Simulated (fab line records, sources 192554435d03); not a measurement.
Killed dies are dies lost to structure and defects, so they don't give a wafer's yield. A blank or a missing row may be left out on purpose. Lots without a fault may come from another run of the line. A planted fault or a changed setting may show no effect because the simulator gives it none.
Chamber matching | flow n5_finfet | N5_FIN_SAQP_PECVD_06 on pecvd-04: 3 sister chambers
The step deposits a-Si from SiH4/He, target thk 60 nm, time 48.1 s. 3 wafers are shown with their chamber, then 7 later ones without.

WAFERS WITH THEIR CHAMBER
wafer  | chamber | throttle_valve_pct (%)
L091.5 | 2       | 16.7
L095.1 | 1       | 17.8
L095.3 | 0       | 19.0

WAFERS WITHOUT THEIR CHAMBER
wafer  | throttle_valve_pct (%)
L095.4 | 17.8
L096.2 | 17.7
L096.3 | 18.5
L096.6 | 16.5
L097.1 | 17.6
L097.4 | 17.6
L097.5 | 18.7

WHICH CHAMBER EACH WENT THROUGH
wafer  | from the rows above     | in truth
L095.4 | 1                       | 1
L096.2 | 1                       | 1
L096.3 | can't be placed: 0 or 1 | 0
L096.6 | 2                       | 2
L097.1 | 1                       | 1
L097.4 | 1                       | 1
L097.5 | 0                       | 0
Placed correctly: 6 of 7. Can't be placed from these rows: 1 (the true chamber is among the candidates in 1). Placed wrongly: 0.
How it was worked out, from the rows above alone: a wafer's distance from a chamber is the root of the sum, over the readings, of the square of ((its reading less the chamber's mean) divided by the reading's scatter). The wafer belongs to the nearest chamber; if the next one is less than 2 further off, it can't be placed. A chamber's mean is the mean of its shown wafers. The scatter: with one shown wafer a chamber, the root of the mean of the squares of how far each hidden wafer lies from its nearest shown one.
